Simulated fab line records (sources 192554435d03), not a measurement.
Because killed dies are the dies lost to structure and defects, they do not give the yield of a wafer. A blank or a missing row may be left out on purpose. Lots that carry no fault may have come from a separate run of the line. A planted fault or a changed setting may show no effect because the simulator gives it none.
Lot-split experiment ; flow n5_finfet ; 39 wafers read across 7 lots, on a route 1938 steps long

== ABOUT THE SPLIT ==
At N5_BEOL_M0_DEP_125 (deposits SiCN from 3MS/NH3, target thk 8 nm, time 14 s), the setting target_thk_a was moved away from the recipe's 80 angstrom on 12 of the 39 wafers read, by -59.3% to +43.6%. This setting was run at the recipe's value on the other wafers.

The split's own step is where the reading is taken.

== THE READING ==
SiCN_of_BEOL_M0_DEP_125.thk_nm (the simulator's own value, which no gauge read), in nm, at N5_BEOL_M0_DEP_125 (deposits SiCN from 3MS/NH3, target thk 8 nm, time 14 s). The file gives no usual value for it. Across the 27 wafers here that went through the recipe, the average is 7.9 nm and the standard deviation 0.12 nm.

wafer;tool, chamber at the split;target_thk_a as run, angstrom;against the recipe;SiCN_of_BEOL_M0_DEP_125.thk_nm, nm;against lot-mates on the recipe
L074.1;pecvd-02, 1,2,0,2;80;recipe;7.8;-
L074.2;pecvd-02, 1,2,0,2;80;recipe;7.8;-
L074.3;pecvd-02, 1,2,0,2;80;recipe;7.8;-
L074.5;pecvd-02, 1,2,0,2;80;recipe;7.8;-
L074.4;pecvd-02, 1,0;80;recipe;8;-
L074.6;pecvd-02, 1,0;80;recipe;8;-
L077.1;pecvd-03, 1;66.82;-16.5%;6.8;-1.2
L077.2;pecvd-03, 0;66.82;-16.5%;6.6;-1.4
L077.3;pecvd-03, 2,0,2;80;recipe;8;-
L077.5;pecvd-03, 2,0,2;80;recipe;8;-
L077.6;pecvd-03, 2,0,2;80;recipe;8;-
L077.4;pecvd-03, 1;66.82;-16.5%;7;-1.0
L080.1;pecvd-02, 0;80;recipe;8;-
L080.2;pecvd-02, 2;80;recipe;7.8;-
L080.3;pecvd-02, 1,1,0;32.56;-59.3%;3.4;-4.6
L080.4;pecvd-02, 1,1,0;32.56;-59.3%;3.4;-4.6
L080.5;pecvd-02, 1,1,0;32.56;-59.3%;3.4;-4.6
L080.6;pecvd-02, 2;80;recipe;8.2;-
L085.3;pecvd-03, 1;80;recipe;7.8;-
L085.4;pecvd-03, 2;80;recipe;8;-
L085.6;pecvd-03, 1;80;recipe;8.2;-
L089.1;pecvd-03, 0;80;recipe;7.8;-
L089.4;pecvd-03, 0;80;recipe;7.8;-
L089.5;pecvd-03, 0;80;recipe;7.8;-
L089.2;pecvd-03, 1;80;recipe;8;-
L089.3;pecvd-03, 1;80;recipe;8;-
L089.6;pecvd-03, 1;80;recipe;8;-
L090.1;pecvd-03, 1;63.18;-21.0%;6.4;-1.5
L090.4;pecvd-03, 1;63.18;-21.0%;6.4;-1.5
L090.6;pecvd-03, 1;63.18;-21.0%;6.4;-1.5
L090.2;pecvd-03, 0;80;recipe;7.8;-
L090.3;pecvd-03, 0;80;recipe;8;-
L090.5;pecvd-03, 0;80;recipe;8;-
L094.1;pecvd-03, 1;114.9;+43.6%;11.2;+3.3
L094.2;pecvd-03, 0;114.9;+43.6%;11.4;+3.5
L094.6;pecvd-03, 0;114.9;+43.6%;11.4;+3.5
L094.3;pecvd-03, 1;80;recipe;7.8;-
L094.4;pecvd-03, 0,1;80;recipe;8;-
L094.5;pecvd-03, 0,1;80;recipe;8;-
When a row names more than one chamber, that row covers several wafers, and the file does not tell which wafer ran in which chamber.

THE FIT
A straight line over all 39 wafers: SiCN_of_BEOL_M0_DEP_125.thk_nm changes by +0.0765 nm for each +1% of target_thk_a; r = +1.00; the points scatter about the line by 0.12 nm.
The same after taking each lot's own level away (the mean of its wafers on the recipe; 39 wafers): +0.0773 nm for each +1%; r = +1.00; scatter 0.11 nm.
Per that fit: largest target_thk_a move, reading shift of 4.6 nm.
From 7.87 to 8.00 nm: that is the span of the lots' own levels, equal to 1.1 times the standard deviation above.
So the lot-to-lot level changes the slope little: the two slopes agree.
Check: with one of the wafers moved furthest among these (-59.3%) left out of the fit, the line predicts -4.56 nm for it against its lot-mates. Against them it came out at -4.6 nm.

== THESE WAFERS: OTHER SPLITS ==
Before the reading, these wafers also passed through other splits. Each is held against what the fit with the lots' levels taken away leaves over:
other split on the same wafers;wafers away from the commonest value;r with SiCN_of_BEOL_M0_DEP_125.thk_nm (lot level and that fit taken away)
N5_FIN_SAQP_HM_DEP_03 time_s;12;-0.22
N5_DUMMY_GATE_ETCH_44 target_depth_a;18;+0.02
N5_BEOL_M0_SAQP_PECVD_97 time_s;18;+0.03

== THE FILE'S OWN FIT ==
SiCN_of_BEOL_M0_DEP_125.thk_nm changes by +0.0771 nm for each +1% of target_thk_a, r = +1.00.
